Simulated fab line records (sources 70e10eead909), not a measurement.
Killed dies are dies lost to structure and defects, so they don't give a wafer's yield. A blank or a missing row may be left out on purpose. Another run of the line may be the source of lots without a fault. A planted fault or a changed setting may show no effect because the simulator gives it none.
Which of the tools did it? :: flow nand-harc :: 24 lots with 72 wafers sampled at 6 steps, on a route of 1302 steps

## WHAT EACH GAUGE READ, for each wafer
NHARC_A_BONDPAD_THK_MEAS_30: measures by ellipsometry.
lot: L074
measured: day 23 01:16
on: film-metro-01
thk-nm (nm): 200.1 196.0 199.2

lot: L075
measured: day 23 20:59
on: film-metro-02
thk-nm (nm): 197.6 198.6 200.5

lot: L077
measured: day 24 09:10
on: film-metro-02
thk-nm (nm): 200.0 198.3 200.6

lot: L079
measured: day 24 08:26
on: film-metro-01
thk-nm (nm): 203.2 203.5 201.5

lot: L078
measured: day 24 13:28
on: film-metro-01
thk-nm (nm): 201.3 198.1 200.8

lot: L076
measured: day 24 14:44
on: film-metro-01
thk-nm (nm): 201.3 202.4 200.1

lot: L080
measured: day 25 16:49
on: film-metro-01
thk-nm (nm): 202.3 199.9 200.0

lot: L081
measured: day 25 22:52
on: film-metro-02
thk-nm (nm): 199.5 199.7 199.7

lot: L082
measured: day 26 03:21
on: film-metro-01
thk-nm (nm): 200.8 202.2 199.7

lot: L085
measured: day 27 20:45
on: film-metro-01
thk-nm (nm): 198.6 198.4 199.6

lot: L084
measured: day 28 05:39
on: film-metro-02
thk-nm (nm): 199.1 199.3 199.7

lot: L086
measured: day 28 08:22
on: film-metro-02
thk-nm (nm): 203.2 200.1 203.1

lot: L083
measured: day 28 12:15
on: film-metro-01
thk-nm (nm): 199.2 198.3 200.7

lot: L087
measured: day 28 17:55
on: film-metro-02
thk-nm (nm): 200.7 201.3 202.1

lot: L088
measured: day 29 04:11
on: film-metro-02
thk-nm (nm): 200.9 201.4 199.6

lot: L089
measured: day 29 05:59
on: film-metro-01
thk-nm (nm): 200.3 200.0 202.6

lot: L090
measured: day 29 18:26
on: film-metro-01
thk-nm (nm): 198.0 199.9 197.4

lot: L091
measured: day 30 07:10
on: film-metro-02
thk-nm (nm): 197.3 198.3 199.2

lot: L092
measured: day 30 14:07
on: film-metro-02
thk-nm (nm): 200.3 199.4 202.5

lot: L093
measured: day 31 04:26
on: film-metro-01
thk-nm (nm): 200.5 199.6 202.4

lot: L094
measured: day 31 11:12
on: film-metro-01
thk-nm (nm): 199.3 200.3 201.4

lot: L095
measured: day 31 15:31
on: film-metro-01
thk-nm (nm): 199.4 201.5 200.9

lot: L096
measured: day 32 00:16
on: film-metro-02
thk-nm (nm): 202.3 201.2 199.1

lot: L097
measured: day 33 07:11
on: film-metro-01
thk-nm (nm): 196.3 198.4 196.6

## WHAT TOOL EACH LOT RAN ON (gives the tool, then ch and the chambers of the sampled wafers, and finally the start)
lot: L074
NHARC_A_CONTACT_ETCH_138: har-cap-etch-03 ch 0,1, day 22 09:07
NHARC_A_CONTACT_ALD_18: ald-metal-04 ch 0,1,2, day 22 11:06
NHARC_A_CONTACT_CVD_19: cvd-w-01 ch 1, day 23 01:16 or earlier
NHARC_A_M1_PRE_CLEAN_30: pvd-sputter-02, day 23 01:16 or earlier
NHARC_A_M1_PVD_21: pvd-sputter-02, day 23 01:16 or earlier

lot: L075
NHARC_A_CONTACT_ETCH_138: har-cap-etch-03 ch 0,1, day 23 03:33
NHARC_A_CONTACT_ALD_18: ald-metal-04 ch 0,2, day 23 06:44
NHARC_A_CONTACT_CVD_19: cvd-w-02 ch 0,1, day 23 20:59 or earlier
NHARC_A_M1_PRE_CLEAN_30: pvd-sputter-01, day 23 20:59 or earlier
NHARC_A_M1_PVD_21: pvd-sputter-01, day 23 20:59 or earlier

lot: L077
NHARC_A_CONTACT_ETCH_138: har-cap-etch-03 ch 0,1, day 23 15:45
NHARC_A_CONTACT_ALD_18: ald-metal-03 ch 0,1,2, day 23 17:53
NHARC_A_CONTACT_CVD_19: cvd-w-02 ch 0,1, day 24 09:10 or earlier
NHARC_A_M1_PRE_CLEAN_30: pvd-sputter-03, day 24 09:10 or earlier
NHARC_A_M1_PVD_21: pvd-sputter-03, day 24 09:10 or earlier

lot: L079
NHARC_A_CONTACT_ETCH_138: har-cap-etch-01 ch 0,1, day 23 15:55
NHARC_A_CONTACT_ALD_18: ald-metal-04 ch 1,2,3, day 23 18:04
NHARC_A_CONTACT_CVD_19: cvd-w-01 ch 0,1, day 24 08:26 or earlier
NHARC_A_M1_PRE_CLEAN_30: pvd-sputter-01, day 24 08:26 or earlier
NHARC_A_M1_PVD_21: pvd-sputter-01, day 24 08:26 or earlier

lot: L078
NHARC_A_CONTACT_ETCH_138: har-cap-etch-02 ch 0,1, day 23 20:35
NHARC_A_CONTACT_ALD_18: ald-metal-01 ch 1,3, day 23 22:38
NHARC_A_CONTACT_CVD_19: cvd-w-02 ch 0,1, day 24 13:28 or earlier
NHARC_A_M1_PRE_CLEAN_30: pvd-sputter-01, day 24 13:28 or earlier
NHARC_A_M1_PVD_21: pvd-sputter-01, day 24 13:28 or earlier

lot: L076
NHARC_A_CONTACT_ETCH_138: har-cap-etch-03 ch 0,1, day 23 22:15
NHARC_A_CONTACT_ALD_18: ald-metal-03 ch 0,2, day 24 00:16
NHARC_A_CONTACT_CVD_19: cvd-w-02 ch 0,1, day 24 14:44 or earlier
NHARC_A_M1_PRE_CLEAN_30: pvd-sputter-03, day 24 14:44 or earlier
NHARC_A_M1_PVD_21: pvd-sputter-03, day 24 14:44 or earlier

lot: L080
NHARC_A_CONTACT_ETCH_138: har-cap-etch-03 ch 1, day 25 00:22
NHARC_A_CONTACT_ALD_18: ald-metal-01 ch 0,1, day 25 02:35
NHARC_A_CONTACT_CVD_19: cvd-w-01 ch 0, day 25 16:49 or earlier
NHARC_A_M1_PRE_CLEAN_30: pvd-sputter-01, day 25 16:49 or earlier
NHARC_A_M1_PVD_21: pvd-sputter-01, day 25 16:49 or earlier

lot: L081
NHARC_A_CONTACT_ETCH_138: har-cap-etch-02 ch 0,1, day 25 06:31
NHARC_A_CONTACT_ALD_18: ald-metal-04 ch 2,3, day 25 08:31
NHARC_A_CONTACT_CVD_19: cvd-w-02 ch 0,1, day 25 22:52 or earlier
NHARC_A_M1_PRE_CLEAN_30: pvd-sputter-03, day 25 22:52 or earlier
NHARC_A_M1_PVD_21: pvd-sputter-03, day 25 22:52 or earlier

lot: L082
NHARC_A_CONTACT_ETCH_138: har-cap-etch-03 ch 0,1, day 25 10:32
NHARC_A_CONTACT_ALD_18: ald-metal-03 ch 1,2,3, day 25 12:40
NHARC_A_CONTACT_CVD_19: cvd-w-02 ch 0,1, day 26 03:21 or earlier
NHARC_A_M1_PRE_CLEAN_30: pvd-sputter-02, day 26 03:21 or earlier
NHARC_A_M1_PVD_21: pvd-sputter-02, day 26 03:21 or earlier

lot: L085
NHARC_A_CONTACT_ETCH_138: har-cap-etch-02 ch 0,1, day 27 03:11
NHARC_A_CONTACT_ALD_18: ald-metal-04 ch 1,2, day 27 05:10
NHARC_A_CONTACT_CVD_19: cvd-w-01 ch 0, day 27 20:45 or earlier
NHARC_A_M1_PRE_CLEAN_30: pvd-sputter-01, day 27 20:45 or earlier
NHARC_A_M1_PVD_21: pvd-sputter-01, day 27 20:45 or earlier

lot: L084
NHARC_A_CONTACT_ETCH_138: har-cap-etch-02 ch 0,1, day 27 12:14
NHARC_A_CONTACT_ALD_18: ald-metal-03 ch 0,1, day 27 14:11
NHARC_A_CONTACT_CVD_19: cvd-w-01 ch 0, day 28 05:39 or earlier
NHARC_A_M1_PRE_CLEAN_30: pvd-sputter-01, day 28 05:39 or earlier
NHARC_A_M1_PVD_21: pvd-sputter-01, day 28 05:39 or earlier

lot: L086
NHARC_A_CONTACT_ETCH_138: har-cap-etch-02 ch 0,1, day 27 15:40
NHARC_A_CONTACT_ALD_18: ald-metal-01 ch 0,1,2, day 27 18:01
NHARC_A_CONTACT_CVD_19: cvd-w-01 ch 0,1, day 28 08:22 or earlier
NHARC_A_M1_PRE_CLEAN_30: pvd-sputter-03, day 28 08:22 or earlier
NHARC_A_M1_PVD_21: pvd-sputter-03, day 28 08:22 or earlier

lot: L083
NHARC_A_CONTACT_ETCH_138: har-cap-etch-02 ch 0,1, day 27 19:16
NHARC_A_CONTACT_ALD_18: ald-metal-04 ch 0,1,3, day 27 21:18
NHARC_A_CONTACT_CVD_19: cvd-w-01 ch 0,1, day 28 12:15 or earlier
NHARC_A_M1_PRE_CLEAN_30: pvd-sputter-01, day 28 12:15 or earlier
NHARC_A_M1_PVD_21: pvd-sputter-01, day 28 12:15 or earlier

lot: L087
NHARC_A_CONTACT_ETCH_138: har-cap-etch-02 ch 0,1, day 28 01:43
NHARC_A_CONTACT_ALD_18: ald-metal-01 ch 0,1,3, day 28 03:43
NHARC_A_CONTACT_CVD_19: cvd-w-02 ch 0,1, day 28 17:55 or earlier
NHARC_A_M1_PRE_CLEAN_30: pvd-sputter-01, day 28 17:55 or earlier
NHARC_A_M1_PVD_21: pvd-sputter-01, day 28 17:55 or earlier

lot: L088
NHARC_A_CONTACT_ETCH_138: har-cap-etch-02 ch 0,1, day 28 11:29
NHARC_A_CONTACT_ALD_18: ald-metal-03 ch 0,2,3, day 28 13:32
NHARC_A_CONTACT_CVD_19: cvd-w-01 ch 0,1, day 29 04:11 or earlier
NHARC_A_M1_PRE_CLEAN_30: pvd-sputter-02, day 29 04:11 or earlier
NHARC_A_M1_PVD_21: pvd-sputter-02, day 29 04:11 or earlier

lot: L089
NHARC_A_CONTACT_ETCH_138: har-cap-etch-01 ch 0,1, day 28 12:59
NHARC_A_CONTACT_ALD_18: ald-metal-04 ch 0,2,3, day 28 15:02
NHARC_A_CONTACT_CVD_19: cvd-w-01 ch 0,1, day 29 05:59 or earlier
NHARC_A_M1_PRE_CLEAN_30: pvd-sputter-03, day 29 05:59 or earlier
NHARC_A_M1_PVD_21: pvd-sputter-03, day 29 05:59 or earlier

lot: L090
NHARC_A_CONTACT_ETCH_138: har-cap-etch-03 ch 0,1, day 29 02:10
NHARC_A_CONTACT_ALD_18: ald-metal-03 ch 0,2,3, day 29 04:08
NHARC_A_CONTACT_CVD_19: cvd-w-01 ch 0,1, day 29 18:26 or earlier
NHARC_A_M1_PRE_CLEAN_30: pvd-sputter-03, day 29 18:26 or earlier
NHARC_A_M1_PVD_21: pvd-sputter-03, day 29 18:26 or earlier

lot: L091
NHARC_A_CONTACT_ETCH_138: har-cap-etch-02 ch 0,1, day 29 15:05
NHARC_A_CONTACT_ALD_18: ald-metal-03 ch 0,2, day 29 17:04
NHARC_A_CONTACT_CVD_19: cvd-w-01 ch 1, day 30 07:10 or earlier
NHARC_A_M1_PRE_CLEAN_30: pvd-sputter-01, day 30 07:10 or earlier
NHARC_A_M1_PVD_21: pvd-sputter-01, day 30 07:10 or earlier

lot: L092
NHARC_A_CONTACT_ETCH_138: har-cap-etch-01 ch 0, day 29 21:19
NHARC_A_CONTACT_ALD_18: ald-metal-01 ch 1,2, day 29 23:34
NHARC_A_CONTACT_CVD_19: cvd-w-01 ch 1, day 30 14:07 or earlier
NHARC_A_M1_PRE_CLEAN_30: pvd-sputter-02, day 30 14:07 or earlier
NHARC_A_M1_PVD_21: pvd-sputter-02, day 30 14:07 or earlier

lot: L093
NHARC_A_CONTACT_ETCH_138: har-cap-etch-02 ch 0,1, day 30 12:04
NHARC_A_CONTACT_ALD_18: ald-metal-03 ch 0,2, day 30 14:14
NHARC_A_CONTACT_CVD_19: cvd-w-01 ch 0,1, day 31 04:26 or earlier
NHARC_A_M1_PRE_CLEAN_30: pvd-sputter-03, day 31 04:26 or earlier
NHARC_A_M1_PVD_21: pvd-sputter-03, day 31 04:26 or earlier

lot: L094
NHARC_A_CONTACT_ETCH_138: har-cap-etch-02 ch 0,1, day 30 19:01
NHARC_A_CONTACT_ALD_18: ald-metal-01 ch 2,3, day 30 21:05
NHARC_A_CONTACT_CVD_19: cvd-w-01 ch 0,1, day 31 11:12 or earlier
NHARC_A_M1_PRE_CLEAN_30: pvd-sputter-01, day 31 11:12 or earlier
NHARC_A_M1_PVD_21: pvd-sputter-01, day 31 11:12 or earlier

lot: L095
NHARC_A_CONTACT_ETCH_138: har-cap-etch-03 ch 0,1, day 30 23:10
NHARC_A_CONTACT_ALD_18: ald-metal-01 ch 0,1,2, day 31 01:23
NHARC_A_CONTACT_CVD_19: cvd-w-01 ch 0,1, day 31 15:31 or earlier
NHARC_A_M1_PRE_CLEAN_30: pvd-sputter-03, day 31 15:31 or earlier
NHARC_A_M1_PVD_21: pvd-sputter-03, day 31 15:31 or earlier

lot: L096
NHARC_A_CONTACT_ETCH_138: har-cap-etch-02 ch 0,1, day 31 07:16
NHARC_A_CONTACT_ALD_18: ald-metal-04 ch 2,3, day 31 09:41
NHARC_A_CONTACT_CVD_19: cvd-w-02 ch 0,1, day 32 00:16 or earlier
NHARC_A_M1_PRE_CLEAN_30: pvd-sputter-01, day 32 00:16 or earlier
NHARC_A_M1_PVD_21: pvd-sputter-01, day 32 00:16 or earlier

lot: L097
NHARC_A_CONTACT_ETCH_138: har-cap-etch-01 ch 0,1, day 32 14:58
NHARC_A_CONTACT_ALD_18: ald-metal-01 ch 0,1,3, day 32 17:00
NHARC_A_CONTACT_CVD_19: cvd-w-02 ch 0,1, day 33 07:11 or earlier
NHARC_A_M1_PRE_CLEAN_30: pvd-sputter-02, day 33 07:11 or earlier
NHARC_A_M1_PVD_21: pvd-sputter-02, day 33 07:11 or earlier
- NHARC_A_CONTACT_ETCH_138: etches the open film in C4F8/O2/Ar, time 311 s, target depth 1914 nm.
- NHARC_A_CONTACT_ALD_18: deposits TiN, target thk 3 nm, pulse time 1 s, ald cycles 150.
- NHARC_A_CONTACT_CVD_19: deposits W, target thk 300 nm, time 802 s.
- NHARC_A_M1_PRE_CLEAN_30: time 30 s.
- NHARC_A_M1_PVD_21: deposits Cu, target thk 30 nm, time 20.49 s.

## AS READ BY THE TOOLS THEMSELVES (means over the sampled wafers that have a number; for cases with no such wafer, the mark the record gives instead)
NHARC_A_CONTACT_ALD_18.
lot: L074
tool: ald-metal-04
heater-power-outer-w (W): 760
heater-power-w (W): 1243
precursor-pulse-height-rel: 1.011

lot: L075
tool: ald-metal-04
heater-power-outer-w (W): 714
heater-power-w (W): 1194
precursor-pulse-height-rel: 1.003

lot: L077
tool: ald-metal-03
heater-power-outer-w (W): 638
heater-power-w (W): 973
precursor-pulse-height-rel: 1.000

lot: L079
tool: ald-metal-04
heater-power-outer-w (W): 785
heater-power-w (W): 1273
precursor-pulse-height-rel: 0.995

lot: L078
tool: ald-metal-01
heater-power-outer-w (W): 694
heater-power-w (W): 1037
precursor-pulse-height-rel: 0.998

lot: L076
tool: ald-metal-03
heater-power-outer-w (W): 592
heater-power-w (W): 952
precursor-pulse-height-rel: 1.016

lot: L080
tool: ald-metal-01
heater-power-outer-w (W): 703
heater-power-w (W): 1039
precursor-pulse-height-rel: 1.011

lot: L081
tool: ald-metal-04
heater-power-outer-w (W): 711
heater-power-w (W): 1156
precursor-pulse-height-rel: 1.011

lot: L082
tool: ald-metal-03
heater-power-outer-w (W): 668
heater-power-w (W): 1017
precursor-pulse-height-rel: 1.020

lot: L085
tool: ald-metal-04
heater-power-outer-w (W): 843
heater-power-w (W): 1402
precursor-pulse-height-rel: 0.990

lot: L084
tool: ald-metal-03
heater-power-outer-w (W): 653
heater-power-w (W): 965
precursor-pulse-height-rel: 1.001

lot: L086
tool: ald-metal-01
heater-power-outer-w (W): 684
heater-power-w (W): 1021
precursor-pulse-height-rel: 1.011

lot: L083
tool: ald-metal-04
heater-power-outer-w (W): 740
heater-power-w (W): 1203
precursor-pulse-height-rel: 0.996

lot: L087
tool: ald-metal-01
heater-power-outer-w (W): 711
heater-power-w (W): 1079
precursor-pulse-height-rel: 0.989

lot: L088
tool: ald-metal-03
heater-power-outer-w (W): 614
heater-power-w (W): 950
precursor-pulse-height-rel: 1.003

lot: L089
tool: ald-metal-04
heater-power-outer-w (W): 700
heater-power-w (W): 1095
precursor-pulse-height-rel: 0.985

lot: L090
tool: ald-metal-03
heater-power-outer-w (W): 609
heater-power-w (W): 947
precursor-pulse-height-rel: 0.992

lot: L091
tool: ald-metal-03
heater-power-outer-w (W): 611
heater-power-w (W): 920
precursor-pulse-height-rel: 1.005

lot: L092
tool: ald-metal-01
heater-power-outer-w (W): 680
heater-power-w (W): 994
precursor-pulse-height-rel: 1.007

lot: L093
tool: ald-metal-03
heater-power-outer-w (W): 616
heater-power-w (W): 921
precursor-pulse-height-rel: 1.005

lot: L094
tool: ald-metal-01
heater-power-outer-w (W): 629
heater-power-w (W): 997
precursor-pulse-height-rel: 0.998

lot: L095
tool: ald-metal-01
heater-power-outer-w (W): 671
heater-power-w (W): 1024
precursor-pulse-height-rel: 1.006

lot: L096
tool: ald-metal-04
heater-power-outer-w (W): 721
heater-power-w (W): 1144
precursor-pulse-height-rel: 1.002

lot: L097
tool: ald-metal-01
heater-power-outer-w (W): 703
heater-power-w (W): 1085
precursor-pulse-height-rel: 1.018

NHARC_A_CONTACT_CVD_19.
lot: L074
tool: cvd-w-01
heater-power-outer-w (W): 266
heater-power-w (W): 470
throttle-valve-pct (%): 8.06

lot: L075
tool: cvd-w-02
heater-power-outer-w (W): 299
heater-power-w (W): 536
throttle-valve-pct (%): 7.83

lot: L077
tool: cvd-w-02
heater-power-outer-w (W): 288
heater-power-w (W): 523
throttle-valve-pct (%): 7.93

lot: L079
tool: cvd-w-01
heater-power-outer-w (W): 297
heater-power-w (W): 494
throttle-valve-pct (%): 7.92

lot: L078
tool: cvd-w-02
heater-power-outer-w (W): 297
heater-power-w (W): 543
throttle-valve-pct (%): 7.82

lot: L076
tool: cvd-w-02
heater-power-outer-w (W): 286
heater-power-w (W): 521
throttle-valve-pct (%): 7.84

lot: L080
tool: cvd-w-01
heater-power-outer-w (W): 340
heater-power-w (W): 532
throttle-valve-pct (%): 7.46

lot: L081
tool: cvd-w-02
heater-power-outer-w (W): 288
heater-power-w (W): 521
throttle-valve-pct (%): 8.00

lot: L082
tool: cvd-w-02
heater-power-outer-w (W): 297
heater-power-w (W): 545
throttle-valve-pct (%): 7.74

lot: L085
tool: cvd-w-01
heater-power-outer-w (W): 334
heater-power-w (W): 531
throttle-valve-pct (%): 7.71

lot: L084
tool: cvd-w-01
heater-power-outer-w (W): 329
heater-power-w (W): 532
throttle-valve-pct (%): 7.54

lot: L086
tool: cvd-w-01
heater-power-outer-w (W): 314
heater-power-w (W): 516
throttle-valve-pct (%): 7.85

lot: L083
tool: cvd-w-01
heater-power-outer-w (W): 296
heater-power-w (W): 498
throttle-valve-pct (%): 7.73

lot: L087
tool: cvd-w-02
heater-power-outer-w (W): 284
heater-power-w (W): 527
throttle-valve-pct (%): 7.98

lot: L088
tool: cvd-w-01
heater-power-outer-w (W): 309
heater-power-w (W): 513
throttle-valve-pct (%): 7.80

lot: L089
tool: cvd-w-01
heater-power-outer-w (W): 292
heater-power-w (W): 504
throttle-valve-pct (%): 7.97

lot: L090
tool: cvd-w-01
heater-power-outer-w (W): 292
heater-power-w (W): 503
throttle-valve-pct (%): 7.81

lot: L091
tool: cvd-w-01
heater-power-outer-w (W): 276
heater-power-w (W): 477
throttle-valve-pct (%): 7.90

lot: L092
tool: cvd-w-01
heater-power-outer-w (W): 273
heater-power-w (W): 484
throttle-valve-pct (%): 8.07

lot: L093
tool: cvd-w-01
heater-power-outer-w (W): 297
heater-power-w (W): 498
throttle-valve-pct (%): 7.83

lot: L094
tool: cvd-w-01
heater-power-outer-w (W): 290
heater-power-w (W): 505
throttle-valve-pct (%): 7.96

lot: L095
tool: cvd-w-01
heater-power-outer-w (W): 318
heater-power-w (W): 519
throttle-valve-pct (%): 8.00

lot: L096
tool: cvd-w-02
heater-power-outer-w (W): 284
heater-power-w (W): 513
throttle-valve-pct (%): 7.84

lot: L097
tool: cvd-w-02
heater-power-outer-w (W): 310
heater-power-w (W): 556
throttle-valve-pct (%): 7.95

NHARC_A_M1_PRE_CLEAN_30.
lot: L074
tool: pvd-sputter-02
heater-power-w (W): 408

lot: L075
tool: pvd-sputter-01
heater-power-w (W): 412

lot: L077
tool: pvd-sputter-03
heater-power-w (W): 407

lot: L079
tool: pvd-sputter-01
heater-power-w (W): 410

lot: L078
tool: pvd-sputter-01
heater-power-w (W): 411

lot: L076
tool: pvd-sputter-03
heater-power-w (W): 410

lot: L080
tool: pvd-sputter-01
heater-power-w (W): 410

lot: L081
tool: pvd-sputter-03
heater-power-w (W): 409

lot: L082
tool: pvd-sputter-02
heater-power-w (W): 399

lot: L085
tool: pvd-sputter-01
heater-power-w (W): 408

lot: L084
tool: pvd-sputter-01
heater-power-w (W): 408

lot: L086
tool: pvd-sputter-03
heater-power-w (W): 402

lot: L083
tool: pvd-sputter-01
heater-power-w (W): 408

lot: L087
tool: pvd-sputter-01
heater-power-w (W): 416

lot: L088
tool: pvd-sputter-02
heater-power-w (W): 400

lot: L089
tool: pvd-sputter-03
heater-power-w (W): 429

lot: L090
tool: pvd-sputter-03
heater-power-w (W): 384

lot: L091
tool: pvd-sputter-01
heater-power-w (W): 427

lot: L092
tool: pvd-sputter-02
heater-power-w (W): 400

lot: L093
tool: pvd-sputter-03
heater-power-w (W): 408

lot: L094
tool: pvd-sputter-01
heater-power-w (W): 404

lot: L095
tool: pvd-sputter-03
heater-power-w (W): 399

lot: L096
tool: pvd-sputter-01
heater-power-w (W): 404

lot: L097
tool: pvd-sputter-02
heater-power-w (W): 412

NHARC_A_M1_PVD_21.
lot: L074
tool: pvd-sputter-02
throttle-valve-pct (%): 30.1

lot: L075
tool: pvd-sputter-01
throttle-valve-pct (%): 28.2

lot: L077
tool: pvd-sputter-03
throttle-valve-pct (%): 29.6

lot: L079
tool: pvd-sputter-01
throttle-valve-pct (%): 28.8

lot: L078
tool: pvd-sputter-01
throttle-valve-pct (%): 28.7

lot: L076
tool: pvd-sputter-03
throttle-valve-pct (%): 29.9

lot: L080
tool: pvd-sputter-01
throttle-valve-pct (%): 28.7

lot: L081
tool: pvd-sputter-03
throttle-valve-pct (%): 29.7

lot: L082
tool: pvd-sputter-02
throttle-valve-pct (%): 30.0

lot: L085
tool: pvd-sputter-01
throttle-valve-pct (%): 28.0

lot: L084
tool: pvd-sputter-01
throttle-valve-pct (%): 29.2

lot: L086
tool: pvd-sputter-03
throttle-valve-pct (%): 29.9

lot: L083
tool: pvd-sputter-01
throttle-valve-pct (%): 28.6

lot: L087
tool: pvd-sputter-01
throttle-valve-pct (%): 28.3

lot: L088
tool: pvd-sputter-02
throttle-valve-pct (%): 30.3

lot: L089
tool: pvd-sputter-03
throttle-valve-pct (%): 29.7

lot: L090
tool: pvd-sputter-03
throttle-valve-pct (%): 29.9

lot: L091
tool: pvd-sputter-01
throttle-valve-pct (%): 28.6

lot: L092
tool: pvd-sputter-02
throttle-valve-pct (%): 30.2

lot: L093
tool: pvd-sputter-03
throttle-valve-pct (%): 29.6

lot: L094
tool: pvd-sputter-01
throttle-valve-pct (%): 28.2

lot: L095
tool: pvd-sputter-03
throttle-valve-pct (%): 29.9

lot: L096
tool: pvd-sputter-01
throttle-valve-pct (%): 28.9

lot: L097
tool: pvd-sputter-02
throttle-valve-pct (%): 30.1

## THE ANSWER, worked out from the rows above alone
Rule: what is usual is taken from the lots themselves. The widest of any qualifying gaps counts: lots, ordered by their means at a reading, are off when they make up no more than a third of the lots, leave a main group of 4 or more, and stand apart from it by 3 or more times the standard deviation of that group's means. A main group whose means are all the same, to the digits that the tables above print for the reading, isn't used. A lot without any number at a reading at which 4 lots or more have one is off too. Where the step has rows for the other lots, those lots are counted as sound. The gauges are gone through in route order, then the tools' own readings, and for those a lot's mean is taken as printed above. The first step at which some lot is off is used, and at that step the reading that is off furthest; a lot without a number counts as furthest.
None of the lots is off at any reading shown; this tells nothing.

## WHAT THE SIMULATOR HAD PUT IN
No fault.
